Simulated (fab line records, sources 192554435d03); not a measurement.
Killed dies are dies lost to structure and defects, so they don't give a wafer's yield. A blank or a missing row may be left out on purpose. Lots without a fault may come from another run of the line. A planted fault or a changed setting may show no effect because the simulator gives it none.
Chamber matching | flow n5_finfet | N5_BEOL_M14_DEP_53 on pecvd-03: 3 sister chambers
The step deposits SiCN from 3MS/NH3, target thk 50 nm, time 17.8 s. 6 wafers are shown with their chamber, then 9 later ones without.

WAFERS WITH THEIR CHAMBER
wafer  | chamber | showerhead_plenum_p_Torr (Torr) | throttle_valve_pct (%)
L088.3 | 0       | 4.174                           | 18.4
L088.4 | 2       | 4.105                           | 17.8
L088.5 | 2       | 4.092                           | 18.0
L089.3 | 1       | 4.146                           | 17.0
L089.5 | 1       | 4.149                           | 17.0
L089.6 | 0       | 4.156                           | 18.5

WAFERS WITHOUT THEIR CHAMBER
wafer  | showerhead_plenum_p_Torr (Torr) | throttle_valve_pct (%)
L093.1 | 4.160                           | 18.6
L093.3 | 4.098                           | 17.8
L093.4 | 4.147                           | 16.9
L094.1 | 4.143                           | 17.0
L094.4 | 4.168                           | 18.6
L094.6 | 4.107                           | 17.7
L097.3 | 4.093                           | 18.2
L097.4 | 4.164                           | 18.2
L097.6 | 4.092                           | 18.1

WHICH CHAMBER EACH WENT THROUGH
wafer  | from the rows above | in truth
L093.1 | 0                   | 0
L093.3 | 2                   | 2
L093.4 | 1                   | 1
L094.1 | 1                   | 1
L094.4 | 0                   | 0
L094.6 | 2                   | 2
L097.3 | 2                   | 2
L097.4 | 0                   | 0
L097.6 | 2                   | 2
Placed correctly: 9 of 9. Can't be placed from these rows: 0. Placed wrongly: 0.
How it was worked out, from the rows above alone: a wafer's distance from a chamber is the root of the sum, over the readings, of the square of ((its reading less the chamber's mean) divided by the reading's scatter). The wafer belongs to the nearest chamber; if the next one is less than 2 further off, it can't be placed. A chamber's mean is the mean of its shown wafers. The scatter: the root of (the sum of the squares of (reading less its chamber's mean) over the shown wafers, divided by (wafers less chambers)).
